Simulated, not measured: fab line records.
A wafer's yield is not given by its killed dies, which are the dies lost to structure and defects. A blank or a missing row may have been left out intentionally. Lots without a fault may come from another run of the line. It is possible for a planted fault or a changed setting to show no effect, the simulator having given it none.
fab line records + flow nand_harc
[record]
- lots = 15
- wafers = 45
- last_day = 33
route steps=1302 shown A_M1@1184
lots that met no fault: from a run of the same line without faults
start_h: start of the lot's first displayed wafer, in hours after the record's first day + wait_h: time in hours since the lot's previous step + " unchanged from the row above + L1.1+2: a row that stands for several wafers + - value missing, or start not given + * or withheld: withheld + < > ~ a bound
route shown NAME@n: a module of which the file shows steps, and the number in the route of the first + usual: mean/standard deviation taken from wafers without a fault + same: alike in all rows + chamber/n: place in a boat + sites: each site's reading + _std_site: the standard deviation of these + _edge_site: mean of outer sites minus mean of inner sites + radius_mm: for every site, how far away it sits from the centre of the wafer + mask NAME#n: copy n + behind: the tool/chamber that last shaped the wafer + hold: what put the lot on hold/how long, in hours/how the hold closed + device: transistor that didn't switch, given as n, p or np + end of line: the route-end tests of the same wafers + for a step that has no rows: nothing shown but its recipe + killed: at the first sort, the dies lost to defects and structure; wafer yield is something else + map: a wafer's dies, marking killed ones x, the rest . and places with no die _
set.NAME: the setting as run; set.NAME@STEP: as run at that earlier step + model.NAME: the simulator's own value behind a step, which no gauge read
one table for each step of the route and one row for each wafer, over a sample of lots
services: the hour from which a tool's chamber was out of use, counted from the record's first day as start_h (under 0 if before that day), plus the number of hours and why
[[steps]]
[step NHARC_A_M1_ETCH_15]
[recipe]
- target_depth_a = 1825
- time_s = 91.2
- c4f8_flow_sccm = withheld
- ar_flow_sccm = 400
- rf_w = 600
- bias_w = 300
- chemistry = C4F8/Ar
[usual]
- oes_product_au = 0.954/0.024
- rf_vpp_V = 439.5/2.6
[same]
- time_s = 91.2
| lot.wafer | tool        | chamber | start_h | wait_h | oes_product_au | rf_hours_counter_h | rf_vpp_V |
|-----------|-------------|---------|---------|--------|----------------|--------------------|----------|
| L295.2    | rie_diel-10 | 1       | -       | -      | 0.964          | 3.8                | 440.7    |
| L295.3    | "           | 3       | "       | "      | 0.965          | 4.0                | 437.4    |
| L295.6    | "           | 1       | "       | "      | 0.960          | -                  | 439.3    |
| L296.1    | rie_diel-04 | 0       | -       | -      | 0.969          | 0.0                | 439.7    |
| L296.4    | "           | 3       | "       | "      | 0.970          | 0.0                | 440.5    |
| L296.5    | "           | 0       | "       | "      | 0.982          | -                  | 442.2    |
| L298.1    | rie_diel-07 | 2       | -       | -      | 0.913          | 4.6                | 438.1    |
| L298.4    | "           | 3       | "       | "      | 0.932          | 4.0                | 437.9    |
| L298.5    | "           | 1       | "       | "      | 0.916          | -                  | 441.1    |
| L302.4    | rie_diel-07 | 3       | -       | -      | 0.921          | 7.2                | 437.6    |
| L302.1    | "           | 0       | "       | "      | 0.927          | 7.8                | 439.4    |
| L302.6    | "           | 2       | "       | "      | 0.922          | -                  | 438.9    |
| L301.1    | rie_diel-04 | 3       | -       | -      | 0.934          | 3.6                | 439.9    |
| L301.5    | "           | 1       | "       | "      | 0.933          | -                  | 437.2    |
| L301.6    | "           | 2       | "       | "      | 0.926          | -                  | 436.8    |
| L307.4    | rie_diel-10 | 1       | -       | -      | 0.949          | 1.3                | 439.4    |
| L307.6    | "           | 0       | "       | "      | 0.955          | -                  | 445.4    |
| L307.5    | "           | 1       | "       | "      | 0.953          | -                  | 439.4    |
| L311.1    | rie_diel-10 | 0       | -       | -      | 0.995          | 1.9                | 444.1    |
| L311.2    | "           | 2       | "       | "      | 0.951          | 1.6                | 438.6    |
| L311.6    | "           | 3       | "       | "      | 0.967          | -                  | 437.5    |
| L308.4    | rie_diel-04 | 0       | -       | -      | 0.916          | 8.8                | 440.9    |
| L308.2    | "           | 1       | "       | "      | 0.922          | 8.3                | 437.2    |
| L308.5    | "           | 2       | "       | "      | 0.922          | -                  | 439.3    |
| L309.2    | rie_diel-04 | 0       | -       | -      | 0.968          | 8.8                | 442.9    |
| L309.4    | "           | 3       | "       | "      | 0.954          | 9.0                | 439.8    |
| L309.6    | "           | 1       | "       | "      | 0.968          | -                  | 437.3    |
| L312.3    | rie_diel-10 | 0       | -       | -      | 0.942          | 2.2                | 445.6    |
| L312.4    | "           | 3       | "       | "      | 0.928          | 1.9                | 436.5    |
| L312.5    | "           | 1       | "       | "      | 0.937          | -                  | 438.7    |
| L314.2    | rie_diel-10 | 0       | -       | -      | 0.994          | 2.3                | 444.9    |
| L314.1    | "           | 2       | "       | "      | 0.968          | 2.0                | 437.5    |
| L314.6    | "           | 1       | "       | "      | 0.999          | -                  | 440.1    |
| L313.4    | rie_diel-04 | 1       | -       | -      | 0.943          | 0.1                | 436.9    |
| L313.3    | "           | 2       | "       | "      | 0.977          | 0.1                | 438.7    |
| L313.5    | "           | 3       | "       | "      | 0.981          | -                  | 439.6    |
| L316.1    | rie_diel-10 | 1       | -       | -      | 0.970          | 3.1                | 439.8    |
| L316.3    | "           | 0       | "       | "      | 0.995          | 3.1                | 445.5    |
| L316.6    | "           | 2       | "       | "      | 0.947          | -                  | 438.1    |
| L315.2    | rie_diel-07 | 3       | -       | -      | 0.921          | 3.5                | 437.4    |
| L315.5    | "           | 2       | "       | "      | 0.921          | -                  | 438.3    |
| L315.6    | "           | 3       | "       | "      | 0.921          | -                  | 437.1    |
| L317.4    | rie_diel-10 | 0       | -       | -      | 0.946          | 3.9                | 444.6    |
| L317.3    | "           | 1       | "       | "      | 0.965          | 4.0                | 438.4    |
| L317.6    | "           | 0       | "       | "      | 0.949          | -                  | 445.2    |
[step NHARC_A_M1_PVD_21]
[recipe]
- target_thk_a = 300
- chamber_pressure_pa = 5
- power_w = 5000
- substrate_temp_c = 30
- time_s = 20.49
- material = Cu
[usual]
- throttle_valve_pct = 30.4/1.1
[same]
- time_s = 20.49
| lot.wafer | tool           | chamber | start_h | wait_h | throttle_valve_pct |
|-----------|----------------|---------|---------|--------|--------------------|
| L295.3    | pvd_sputter-02 | -       | -       | -      | 32.1               |
| L295.2    | "              | -       | "       | "      | 29.5               |
| L295.6    | "              | -       | "       | "      | 30.8               |
| L296.4    | pvd_sputter-03 | -       | -       | -      | 30.8               |
| L296.1    | "              | -       | "       | "      | 29.5               |
| L296.5    | "              | -       | "       | "      | 30.9               |
| L298.4    | pvd_sputter-03 | -       | -       | -      | 28.9               |
| L298.1    | "              | -       | "       | "      | 31.1               |
| L298.5    | "              | -       | "       | "      | 29.0               |
| L302.1    | pvd_sputter-01 | -       | -       | -      | 31.6               |
| L302.4    | "              | -       | "       | "      | 30.7               |
| L302.6    | "              | -       | "       | "      | 30.4               |
| L301.1    | pvd_sputter-03 | -       | -       | -      | 31.0               |
| L301.5    | "              | -       | "       | "      | 30.1               |
| L301.6    | "              | -       | "       | "      | 31.0               |
| L307.4    | pvd_sputter-01 | -       | -       | -      | 28.5               |
| L307.5    | "              | -       | "       | "      | 28.6               |
| L307.6    | "              | -       | "       | "      | 32.1               |
| L311.2    | pvd_sputter-01 | -       | -       | -      | 28.6               |
| L311.1    | "              | -       | "       | "      | 30.7               |
| L311.6    | "              | -       | "       | "      | 28.7               |
| L308.4    | pvd_sputter-02 | -       | -       | -      | 31.6               |
| L308.2    | "              | -       | "       | "      | 30.2               |
| L308.5    | "              | -       | "       | "      | 31.8               |
| L309.2    | pvd_sputter-03 | -       | -       | -      | 29.3               |
| L309.4    | "              | -       | "       | "      | 29.8               |
| L309.6    | "              | -       | "       | "      | 29.2               |
| L312.4    | pvd_sputter-01 | -       | -       | -      | 32.1               |
| L312.3    | "              | -       | "       | "      | 31.6               |
| L312.5    | "              | -       | "       | "      | 31.9               |
| L314.1    | pvd_sputter-01 | -       | -       | -      | 30.7               |
| L314.2    | "              | -       | "       | "      | 31.7               |
| L314.6    | "              | -       | "       | "      | 30.9               |
| L313.4    | pvd_sputter-03 | -       | -       | -      | 29.0               |
| L313.3    | "              | -       | "       | "      | 29.4               |
| L313.5    | "              | -       | "       | "      | 32.0               |
| L316.3    | pvd_sputter-01 | -       | -       | -      | 30.8               |
| L316.1    | "              | -       | "       | "      | 28.7               |
| L316.6    | "              | -       | "       | "      | 28.9               |
| L315.2    | pvd_sputter-01 | -       | -       | -      | 29.0               |
| L315.6    | "              | -       | "       | "      | 28.7               |
| L315.5    | "              | -       | "       | "      | 31.8               |
| L317.3    | pvd_sputter-03 | -       | -       | -      | 29.1               |
| L317.4    | "              | -       | "       | "      | 29.5               |
| L317.6    | "              | -       | "       | "      | 29.2               |
[step NHARC_A_M1_ECD_22]
[recipe]
- target_thk_a = 4000
- bath_temp_c = 25
- material = Cu
[usual]
- bath_heat_duty_pct = 6.2/0.94
- bath_temp_c = 24.99/0.099
| lot.wafer | tool      | chamber | start_h | wait_h | bath_heat_duty_pct | bath_temp_c |
|-----------|-----------|---------|---------|--------|--------------------|-------------|
| L295.2    | ecd_cu-01 | 1       | 535.38  | -      | 5.8                | 25.05       |
| L295.3    | "         | 0       | "       | "      | 5.1                | 25.03       |
| L295.6    | "         | 1       | "       | "      | 5.9                | 24.84       |
| L296.1    | ecd_cu-01 | 1       | 542.86  | -      | 5.7                | 25.04       |
| L296.4    | "         | 1       | "       | "      | 6.1                | 25.06       |
| L296.5    | "         | 0       | "       | "      | 5.2                | 25.08       |
| L298.1    | ecd_cu-02 | 0       | 562.26  | -      | 8.0                | 24.95       |
| L298.4    | "         | 1       | "       | "      | 6.6                | 24.81       |
| L298.5    | "         | 0       | "       | "      | 7.0                | 24.92       |
| L302.1    | ecd_cu-01 | 1       | 601.69  | -      | 6.9                | 24.96       |
| L302.4    | "         | 1       | "       | "      | 6.8                | 25.09       |
| L302.6    | "         | 0       | "       | "      | 5.0                | 24.86       |
| L301.1    | ecd_cu-02 | 1       | 605.57  | -      | 6.9                | 25.16       |
| L301.6    | "         | 1       | "       | "      | 6.8                | 25.00       |
| L301.5    | "         | 0       | "       | "      | 7.7                | 25.00       |
| L307.4    | ecd_cu-01 | 0       | 661.09  | -      | -                  | -           |
| L307.5    | "         | 1       | "       | "      | -                  | -           |
| L307.6    | "         | 0       | "       | "      | -                  | -           |
| L311.1    | ecd_cu-01 | 0       | 696.20  | -      | 5.7                | 24.97       |
| L311.2    | "         | 1       | "       | "      | 6.7                | 25.02       |
| L311.6    | "         | 1       | "       | "      | 6.0                | 24.89       |
| L308.2    | ecd_cu-02 | 1       | 696.26  | -      | -                  | -           |
| L308.4    | "         | 1       | "       | "      | -                  | -           |
| L308.5    | "         | 1       | "       | "      | -                  | -           |
| L309.2    | ecd_cu-01 | 1       | 697.95  | -      | -                  | -           |
| L309.4    | "         | 0       | "       | "      | -                  | -           |
| L309.6    | "         | 0       | "       | "      | -                  | -           |
| L312.4    | ecd_cu-01 | 1       | 715.52  | -      | 6.0                | 25.17       |
| L312.3    | "         | 0       | "       | "      | 5.4                | 24.97       |
| L312.5    | "         | 1       | "       | "      | 6.9                | 25.02       |
| L314.1    | ecd_cu-01 | 0       | 719.33  | -      | 5.4                | 25.03       |
| L314.2    | "         | 1       | "       | "      | 6.2                | 24.92       |
| L314.6    | "         | 1       | "       | "      | 6.4                | 25.08       |
| L313.3    | ecd_cu-01 | 0       | 721.75  | -      | 5.4                | 24.97       |
| L313.4    | "         | 1       | "       | "      | 5.6                | 24.92       |
| L313.5    | "         | 1       | "       | "      | 6.2                | 25.00       |
| L316.1    | ecd_cu-02 | 0       | 724.99  | -      | 8.4                | 24.88       |
| L316.3    | "         | 1       | "       | "      | 7.4                | 24.92       |
| L316.6    | "         | 1       | "       | "      | 6.1                | 25.05       |
| L315.2    | ecd_cu-01 | 0       | 728.83  | -      | 5.9                | 24.96       |
| L315.5    | "         | 1       | "       | "      | 6.0                | 25.02       |
| L315.6    | "         | 0       | "       | "      | 5.8                | 24.82       |
| L317.4    | ecd_cu-02 | 0       | 759.15  | -      | 7.4                | 25.09       |
| L317.3    | "         | 1       | "       | "      | 7.1                | 24.85       |
| L317.6    | "         | 1       | "       | "      | 6.8                | 25.04       |
[step NHARC_A_M1_ANNEAL_31]
[recipe]
- temp_c = 225
- time_s = 90
[usual]
- wafer_temp_C_max = 226.4/0.34
[same]
- time_s = 90
| lot.wafer | tool          | chamber | start_h | wait_h | wafer_temp_C_max |
|-----------|---------------|---------|---------|--------|------------------|
| L295.2    | rtp_anneal-02 | 0       | 535.76  | 0.3    | 227.4            |
| L295.3    | "             | 0       | "       | "      | 226.5            |
| L295.6    | "             | 0       | "       | "      | 226.4            |
| L296.1    | rtp_anneal-02 | 0       | 543.19  | 0.3    | 226.9            |
| L296.4    | "             | 0       | "       | "      | 226.1            |
| L296.5    | "             | 0       | "       | "      | 226.4            |
| L298.1    | rtp_anneal-01 | 0       | 562.64  | 0.3    | 225.7            |
| L298.4    | "             | 0       | "       | "      | 226.5            |
| L298.5    | "             | 0       | "       | "      | 226.1            |
| L302.1    | rtp_anneal-01 | 0       | 602.07  | -      | 226.6            |
| L302.4    | "             | 0       | "       | "      | 226.2            |
| L302.6    | "             | 0       | "       | "      | 226.3            |
| L301.1    | rtp_anneal-01 | 0       | 605.95  | 0.3    | 225.8            |
| L301.5    | "             | 0       | "       | "      | 226.3            |
| L301.6    | "             | 0       | "       | "      | 226.4            |
| L307.4    | rtp_anneal-01 | 0       | 661.47  | 0.3    | 226.0            |
| L307.5    | "             | 0       | "       | "      | 226.2            |
| L307.6    | "             | 0       | "       | "      | 226.6            |
| L311.1    | rtp_anneal-02 | 0       | 696.58  | 0.3    | 226.8            |
| L311.2    | "             | 0       | "       | "      | 226.5            |
| L311.6    | "             | 0       | "       | "      | 226.8            |
| L308.2    | rtp_anneal-01 | 0       | 696.72  | 0.4    | 226.4            |
| L308.4    | "             | 0       | "       | "      | 226.0            |
| L308.5    | "             | 0       | "       | "      | 226.0            |
| L309.2    | rtp_anneal-02 | 0       | 698.33  | 0.3    | 226.7            |
| L309.4    | "             | 0       | "       | "      | 227.0            |
| L309.6    | "             | 0       | "       | "      | 227.4            |
| L312.3    | rtp_anneal-02 | 0       | 715.90  | 0.3    | 226.4            |
| L312.4    | "             | 0       | "       | "      | 226.2            |
| L312.5    | "             | 0       | "       | "      | 226.2            |
| L314.1    | rtp_anneal-02 | 0       | 719.71  | -      | 226.6            |
| L314.2    | "             | 0       | "       | "      | 226.7            |
| L314.6    | "             | 0       | "       | "      | 226.2            |
| L313.3    | rtp_anneal-02 | 0       | 722.13  | -      | 226.4            |
| L313.4    | "             | 0       | "       | "      | 226.3            |
| L313.5    | "             | 0       | "       | "      | 226.6            |
| L316.1    | rtp_anneal-02 | 0       | 725.37  | 0.3    | 226.6            |
| L316.3    | "             | 0       | "       | "      | 226.5            |
| L316.6    | "             | 0       | "       | "      | 226.2            |
| L315.2    | rtp_anneal-01 | 0       | 729.21  | -      | 226.0            |
| L315.5    | "             | 0       | "       | "      | 226.3            |
| L315.6    | "             | 0       | "       | "      | 226.2            |
| L317.3    | rtp_anneal-01 | 0       | 759.53  | 0.3    | 226.6            |
| L317.4    | "             | 0       | "       | "      | 225.9            |
| L317.6    | "             | 0       | "       | "      | 226.2            |
[step NHARC_A_M1_CMP_23]
[recipe]
- t_overpolish_s = 20
- target_thk_nm = 154.34
[usual]
- motor_current_A = 12.5/1.7
- slurry_flow_ml_min = 150.0/0.48
- time_to_endpoint_s = 27.7/2.1
| lot.wafer | tool   | chamber | start_h | wait_h | motor_current_A | slurry_flow_ml_min | time_to_endpoint_s |
|-----------|--------|---------|---------|--------|-----------------|--------------------|--------------------|
| L295.2    | cmp-04 | 2       | 536.05  | -      | 13.9            | 150.4              | 27.5               |
| L295.3    | "      | 3       | "       | "      | 10.5            | 150.2              | 28.8               |
| L295.6    | "      | 2       | "       | "      | 13.9            | 150.2              | 28.5               |
| L296.4    | cmp-04 | 0       | 543.53  | -      | 12.1            | 150.2              | 26.0               |
| L296.1    | "      | 2       | "       | "      | 13.8            | 150.0              | 27.4               |
| L296.5    | "      | 1       | "       | "      | 14.0            | 151.3              | 28.0               |
| L298.4    | cmp-01 | 3       | 563.01  | -      | 12.3            | 150.1              | 27.6               |
| L298.1    | "      | 1       | "       | "      | 9.8             | 150.3              | 26.3               |
| L298.5    | "      | 2       | "       | "      | 13.8            | 149.7              | 28.1               |
| L302.4    | cmp-01 | 1       | 602.41  | -      | 10.1            | 149.8              | 24.9               |
| L302.1    | "      | 2       | "       | "      | 13.1            | 150.2              | 26.9               |
| L302.6    | "      | 2       | "       | "      | 13.9            | 149.8              | 28.3               |
| L301.1    | cmp-04 | 1       | 606.44  | -      | 14.0            | 149.0              | 29.3               |
| L301.6    | "      | 2       | "       | "      | 13.8            | 150.6              | 26.9               |
| L301.5    | "      | 3       | "       | "      | 11.0            | 148.9              | 28.2               |
| L307.4    | cmp-03 | 3       | 661.72  | -      | 10.7            | 150.3              | 0.2                |
| L307.6    | "      | 1       | "       | "      | 11.2            | 149.7              | 0.0                |
| L307.5    | "      | 2       | "       | "      | 11.4            | 150.1              | 2.3                |
| L311.1    | cmp-03 | 3       | 696.95  | -      | 11.9            | 149.6              | 28.5               |
| L311.2    | "      | 0       | "       | "      | 15.4            | 150.0              | 30.0               |
| L311.6    | "      | 3       | "       | "      | 11.1            | 150.1              | 28.3               |
| L308.4    | cmp-04 | 1       | 697.04  | -      | 13.5            | 149.5              | 3.7                |
| L308.2    | "      | 3       | "       | "      | 10.4            | 149.8              | 4.8                |
| L308.5    | "      | 1       | "       | "      | 13.4            | 149.2              | 4.6                |
| L309.4    | cmp-04 | 2       | 698.64  | -      | 14.4            | 150.3              | 0.0                |
| L309.2    | "      | 3       | "       | "      | 10.7            | 149.9              | 0.0                |
| L309.6    | "      | 2       | "       | "      | 13.9            | 150.4              | 2.0                |
| L312.4    | cmp-04 | 3       | 716.14  | -      | 11.1            | 150.6              | 29.0               |
| L312.3    | "      | 2       | "       | "      | 14.1            | 150.7              | 27.9               |
| L312.5    | "      | 3       | "       | "      | 11.1            | 149.2              | 26.7               |
| L314.1    | cmp-03 | 0       | 720.05  | -      | 15.9            | 149.9              | 26.6               |
| L314.2    | "      | 2       | "       | "      | 12.0            | 149.7              | 29.2               |
| L314.6    | "      | 1       | "       | "      | 10.8            | 149.3              | 26.0               |
| L313.3    | cmp-04 | 2       | 722.40  | -      | 13.9            | 150.2              | 26.8               |
| L313.4    | "      | 3       | "       | "      | 10.9            | 150.3              | 26.1               |
| L313.5    | "      | 2       | "       | "      | 13.7            | 149.9              | 25.4               |
| L316.3    | cmp-04 | 2       | 725.75  | -      | 14.4            | 150.0              | 29.6               |
| L316.1    | "      | 3       | "       | "      | 10.7            | 150.2              | 29.0               |
| L316.6    | "      | 2       | "       | "      | 13.3            | 150.3              | 30.3               |
| L315.2    | cmp-04 | 3       | 729.50  | -      | 10.7            | 151.0              | 28.8               |
| L315.6    | "      | 3       | "       | "      | 11.3            | 149.3              | 27.3               |
| L315.5    | "      | 0       | "       | "      | 12.2            | 149.9              | 28.3               |
| L317.4    | cmp-04 | 2       | 759.77  | -      | 14.2            | 150.4              | 27.5               |
| L317.3    | "      | 0       | "       | "      | 12.0            | 150.6              | 28.4               |
| L317.6    | "      | 2       | "       | "      | 13.6            | 149.0              | 29.1               |
[step NHARC_A_M1_THK_MEAS_24]
[recipe]
- thk_meas_gauge = xrf
[usual]
- thk_nm = 154.2/1.5
| lot.wafer | tool          | chamber | start_h | wait_h | thk_nm |
|-----------|---------------|---------|---------|--------|--------|
| L295.2    | film_metro-01 | -       | 536.38  | -      | 152.7  |
| L295.3    | "             | -       | "       | "      | 154.0  |
| L295.6    | "             | -       | "       | "      | 154.1  |
| L296.1    | film_metro-01 | -       | 543.85  | -      | 153.3  |
| L296.4    | "             | -       | "       | "      | 153.6  |
| L296.5    | "             | -       | "       | "      | 151.8  |
| L298.1    | film_metro-02 | -       | 563.30  | -      | 153.7  |
| L298.4    | "             | -       | "       | "      | 154.6  |
| L298.5    | "             | -       | "       | "      | 155.3  |
| L302.1    | film_metro-01 | -       | 602.72  | -      | 157.2  |
| L302.4    | "             | -       | "       | "      | 154.0  |
| L302.6    | "             | -       | "       | "      | 156.6  |
| L301.1    | film_metro-01 | -       | 606.67  | -      | 156.8  |
| L301.5    | "             | -       | "       | "      | 154.4  |
| L301.6    | "             | -       | "       | "      | 154.1  |
| L307.4    | film_metro-01 | -       | 661.98  | -      | 28.6   |
| L307.5    | "             | -       | "       | "      | 31.0   |
| L307.6    | "             | -       | "       | "      | 28.4   |
| L311.1    | film_metro-02 | -       | 697.23  | -      | 151.3  |
| L311.2    | "             | -       | "       | "      | 155.5  |
| L311.6    | "             | -       | "       | "      | 152.7  |
| L308.2    | film_metro-01 | -       | 697.33  | -      | 31.1   |
| L308.4    | "             | -       | "       | "      | 29.2   |
| L308.5    | "             | -       | "       | "      | 31.6   |
| L309.2    | film_metro-02 | -       | 698.96  | -      | 28.9   |
| L309.4    | "             | -       | "       | "      | 30.5   |
| L309.6    | "             | -       | "       | "      | 30.9   |
| L312.3    | film_metro-01 | -       | 716.45  | -      | 153.7  |
| L312.4    | "             | -       | "       | "      | 154.8  |
| L312.5    | "             | -       | "       | "      | 152.5  |
| L314.1    | film_metro-02 | -       | 720.37  | -      | 154.8  |
| L314.2    | "             | -       | "       | "      | 155.6  |
| L314.6    | "             | -       | "       | "      | 152.9  |
| L313.3    | film_metro-01 | -       | 722.69  | -      | 152.7  |
| L313.4    | "             | -       | "       | "      | 155.1  |
| L313.5    | "             | -       | "       | "      | 154.7  |
| L316.1    | film_metro-02 | -       | 726.04  | -      | 155.8  |
| L316.3    | "             | -       | "       | "      | 154.0  |
| L316.6    | "             | -       | "       | "      | 154.4  |
| L315.2    | film_metro-02 | -       | 729.81  | -      | 155.5  |
| L315.5    | "             | -       | "       | "      | 154.3  |
| L315.6    | "             | -       | "       | "      | 155.1  |
| L317.3    | film_metro-02 | -       | 760.09  | -      | 154.0  |
| L317.4    | "             | -       | "       | "      | 155.4  |
| L317.6    | "             | -       | "       | "      | 154.9  |
[[services]]
| tool           | chamber | start_h | hours | kind   |
|----------------|---------|---------|-------|--------|
| ecd_cu-01      | -       | 512.20  | 8.0   | pm     |
| pvd_sputter-01 | -       | 515.04  | 13.8  | repair |
| ecd_cu-02      | -       | 517.84  | 2.9   | repair |
| rie_diel-10    | 2       | 519.01  | 21.2  | repair |
| ecd_cu-02      | -       | 525.17  | 0.6   | repair |
| pvd_sputter-03 | -       | 526.00  | 10.0  | pm     |
| rie_diel-04    | -       | 531.90  | 9.0   | pm     |
| pvd_sputter-03 | -       | 551.05  | 10.1  | repair |
| rie_diel-10    | -       | 591.00  | 2.5   | repair |
| ecd_cu-02      | -       | 596.19  | 8.0   | pm     |
| rie_diel-10    | -       | 596.50  | 9.0   | pm     |
| cmp-04         | -       | 601.04  | 4.0   | pm     |
| pvd_sputter-01 | -       | 606.38  | 10.0  | pm     |
| ecd_cu-01      | -       | 632.38  | 2.7   | repair |
| ecd_cu-01      | -       | 688.20  | 8.0   | pm     |
| pvd_sputter-03 | -       | 689.47  | 3.3   | repair |
| pvd_sputter-01 | -       | 689.86  | 4.0   | repair |
| cmp-04         | -       | 699.04  | 4.0   | pm     |
| pvd_sputter-03 | -       | 704.00  | 10.0  | pm     |
| rie_diel-04    | -       | 709.09  | 9.0   | pm     |
| cmp-04         | -       | 731.88  | 0.7   | repair |
| ecd_cu-01      | -       | 733.07  | 1.3   | repair |
| rtp_anneal-02  | -       | 744.00  | 12.0  | pm     |
| ecd_cu-01      | -       | 749.37  | 2.9   | repair |
[[key]]
[first_sign]
- step = NHARC_A_M1_ECD_22
- reading = tool_record
- direction = missing
[effect]
- step = NHARC_A_M1_CMP_23
- reading = time_to_endpoint_s
- direction = down
- sigmas = 12
- usual = *
- struck = *
[effect]
- step = NHARC_A_M1_THK_MEAS_24
- reading = thk_nm
- direction = down
- sigmas = 84
- usual = 154.2
- struck = 30.0
met_at NHARC_A_M1_ECD_22
struck_lots L307,L308,L309
later_rows_left_out L307.4,L307.5,L307.6,L308.2,L308.4,L308.5,L309.2,L309.4,L309.6
sort_left_out L307.4,L307.5,L307.6,L308.2,L308.4,L308.5,L309.2,L309.4,L309.6
not_acting_at NHARC_A_M1_ETCH_15,NHARC_A_M1_PVD_21,NHARC_A_M1_ANNEAL_31
onset_between 605.57 661.09
[fault]
- kind = skipped_step_whole
- tool = ecd_cu-01,ecd_cu-02
- chamber = -
- onset_h = 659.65
- steps = NHARC_A_M1_ECD_22
- scope = struck_lots_only
// sort_left_out: the simulated sort isn't trusted on such a fault, so these wafers' sort isn't shown, and their yield isn't known
// later_rows_left_out: the simulator's readings of these wafers behind a module that went badly wrong aren't trusted and aren't shown, but for the sort
